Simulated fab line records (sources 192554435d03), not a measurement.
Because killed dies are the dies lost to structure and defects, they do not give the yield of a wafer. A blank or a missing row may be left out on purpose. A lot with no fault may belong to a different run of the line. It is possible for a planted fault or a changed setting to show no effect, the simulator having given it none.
Chamber matching    flow n5Finfet    rieDiel-04 running N5_FIN_SAQP_HM_OPEN_73: 4 sister chambers
The step chemistry CHF3/O2, target SiO2, stops on a-Si, target depth 12 nm, time 16.8 s. 22 wafers are shown with their chamber, then 11 later ones without.

## WAFERS PAIRED WITH THEIR CHAMBERS
wafer   chamber  showerheadPlenumPTorr (Torr)  drypumpMotorCurrentA (A)  throttleValvePct (%)
L077.1  3        2.49                          5.5                       18.82
L077.2  2        2.46                          4.7                       18.47
L077.6  3        2.48                          5.5                       18.81
L078.3  3        2.48                          5.5                       18.81
L078.5  3        2.48                          5.5                       18.83
L078.6  1        2.32                          5.4                       18.71
L079.2  3        2.48                          5.5                       18.84
L079.3  1        2.32                          5.4                       18.73
L079.6  3        2.48                          5.5                       18.82
L080.1  3        2.48                          5.5                       18.84
L080.2  1        2.32                          5.4                       18.72
L080.3  2        2.46                          4.7                       18.50
L082.4  3        2.48                          5.5                       18.84
L082.5  1        2.32                          5.4                       18.72
L082.6  0        2.38                          6.1                       18.73
L083.3  2        2.46                          4.7                       18.50
L083.4  0        2.38                          6.1                       18.75
L083.6  3        2.48                          5.5                       18.84
L084.1  0        2.38                          6.1                       18.76
L084.4  3        2.48                          5.5                       18.82
L084.6  0        2.38                          6.1                       18.75
L085.2  0        2.38                          6.2                       18.76

SIGNATURES (averages over the wafers above)
reading                chamber 0  chamber 1  chamber 2  chamber 3  scatter within a chamber
showerheadPlenumPTorr  2.3800     2.3200     2.4600     2.4810     0.00224
drypumpMotorCurrentA   6.120      5.400      4.700      5.500      0.0211
throttleValvePct       18.7500    18.7200    18.4900    18.8270    0.0125
Rule: for each reading, subtract the chamber's mean from the wafer's reading, divide by that reading's scatter and square the result; add these up over the readings and take the root, which gives the wafer's distance from the chamber. If the next closest chamber is less than 2 further off than the closest, the wafer can't be placed; otherwise it belongs to the closest. How the scatter is found: for the shown wafers, subtract from each reading the mean of its chamber, square and add these, divide the total by (wafers less chambers), then take the root.

## WAFERS WITH NO CHAMBER GIVEN
wafer   showerheadPlenumPTorr (Torr)  drypumpMotorCurrentA (A)  throttleValvePct (%)
L085.3  2.32                          5.4                       18.73
L085.4  2.32                          5.4                       18.74
L091.2  2.32                          5.4                       18.75
L091.4  2.48                          5.5                       18.87
L091.5  2.32                          5.4                       18.74
L092.1  2.48                          5.5                       18.84
L092.2  2.45                          4.8                       18.50
L092.5  2.32                          5.4                       18.74
L096.2  2.45                          4.7                       18.51
L096.4  2.31                          5.4                       18.76
L096.6  2.37                          6.1                       18.77

## WHICH CHAMBER EACH WENT THROUGH
wafer   from the rows above  in truth
L085.3  1                    1
L085.4  1                    1
L091.2  1                    1
L091.4  3                    3
L091.5  1                    1
L092.1  3                    3
L092.2  2                    2
L092.5  1                    1
L096.2  2                    2
L096.4  1                    1
L096.6  0                    0
Correctly placed: 11 of 11. Number that these rows cannot place: 0. Placed wrongly: 0.
